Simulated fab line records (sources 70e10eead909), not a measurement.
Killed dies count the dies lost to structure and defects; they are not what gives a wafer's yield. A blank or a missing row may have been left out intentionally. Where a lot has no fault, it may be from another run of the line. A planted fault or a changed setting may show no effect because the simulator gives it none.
Matching of chambers ; flow nand-harc ; NHARC_P_M2_ETCH_35 on rie-diel-10 has 4 sister chambers
The step etches the open film in N2/H2, target depth 40 nm, overetch 12 nm, time 43.94 s. 8 wafers are shown with their chamber, then 11 later ones without.

## WAFERS WITH THEIR CHAMBER
wafer;chamber;rf-vpp-V (V);rf-fwd-power-W (W)
L125.2;2;430.6;393.0
L133.6;3;431.4;395.5
L135.1;1;431.7;394.8
L135.4;3;429.7;392.1
L140.1;1;430.4;395.9
L140.2;2;429.3;394.8
L140.6;0;432.7;396.7
L141.3;0;430.2;396.0

## WAFERS WITH NO CHAMBER GIVEN
wafer;rf-vpp-V (V);rf-fwd-power-W (W)
L141.4;431.1;396.4
L141.5;431.3;394.2
L142.3;430.6;393.0
L142.4;432.1;393.8
L142.6;431.3;396.1
L143.1;428.8;393.1
L143.4;430.8;398.3
L143.6;430.9;395.6
L144.1;430.9;393.0
L144.3;430.3;393.8
L144.4;430.9;397.7

## THE CHAMBER EACH PASSED THROUGH
wafer;from the rows above;in truth
L141.4;can't be placed: 0 or 1 or 3 or 2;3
L141.5;can't be placed: 3 or 1 or 2 or 0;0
L142.3;can't be placed: 3 or 2 or 1 or 0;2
L142.4;can't be placed: 3 or 1 or 2 or 0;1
L142.6;can't be placed: 0 or 1 or 3 or 2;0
L143.1;can't be placed: 2 or 3 or 1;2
L143.4;can't be placed: 0 or 1 or 2 or 3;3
L143.6;can't be placed: 1 or 0 or 3 or 2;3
L144.1;can't be placed: 3 or 2 or 1 or 0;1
L144.3;can't be placed: 3 or 2 or 1 or 0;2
L144.4;can't be placed: 0 or 1 or 3 or 2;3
0 of 11 placed correctly. Cannot be placed on the basis of these rows: 11; the candidates contain the true chamber in 11. Wrongly placed: 0.
How it was worked out, from the rows above alone: a wafer's distance from a chamber is the root of the sum, over the readings, of the square of ((its reading less the chamber's mean) divided by the reading's scatter). The wafer belongs to the nearest chamber; if the next one is less than 2 further off, it can't be placed. Each chamber's mean is taken over the wafers shown for it. The scatter: the root of (the sum of the squares of (reading less its chamber's mean) over the shown wafers, divided by (wafers less chambers)).
